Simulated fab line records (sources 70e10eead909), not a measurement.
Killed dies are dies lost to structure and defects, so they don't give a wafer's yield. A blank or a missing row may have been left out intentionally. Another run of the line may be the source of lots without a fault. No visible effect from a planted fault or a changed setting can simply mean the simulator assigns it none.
What tool caused it? / flow nand_harc / route of 1302 steps, sampled at 1 step: 7 lots, 21 wafers

## WHAT THE GAUGES SHOWED, per wafer
NHARC_P_GATE_INSPECT_68.
lot=L626; measured=day 5 01:31; on=defect_inspect-02; raw_defect_count=272 207 92
lot=L629; measured=day 5 19:26; on=defect_inspect-01; raw_defect_count=176 249 228
lot=L631; measured=day 7 04:33; on=defect_inspect-02; raw_defect_count=162 285 256
lot=L638; measured=day 9 15:13; on=defect_inspect-02; raw_defect_count=229 124 287
lot=L641; measured=day 10 23:18; on=defect_inspect-01; raw_defect_count=179 199 176
lot=L647; measured=day 13 10:58; on=defect_inspect-02; raw_defect_count=115 104 180
lot=L649; measured=day 14 05:35; on=defect_inspect-01; raw_defect_count=96 108 135

## EACH LOT AND THE TOOL THAT RAN IT (in order: tool; ch and the chambers of the sampled wafers; start)
Record: no process step prior to these readings.

## THE ANSWER, worked out from the rows above alone
Rule: usual is defined by the lots themselves. Put in order of their means at a reading, lots are off if they are a third of the lots or fewer, leave a main group of 4 or more, and stand apart from it by a gap of 3 or more times the standard deviation of the main group's means; of several such gaps the widest counts. A main group whose means are all the same, to the digits that the tables above print for the reading, isn't used. Also off: a lot with no number at a reading for which 4 or more lots have one. The other lots that the step has rows for count as sound.
Across all readings shown, no lot is off: no conclusion can be drawn from this.

## WHAT THE SIMULATOR PUT IN
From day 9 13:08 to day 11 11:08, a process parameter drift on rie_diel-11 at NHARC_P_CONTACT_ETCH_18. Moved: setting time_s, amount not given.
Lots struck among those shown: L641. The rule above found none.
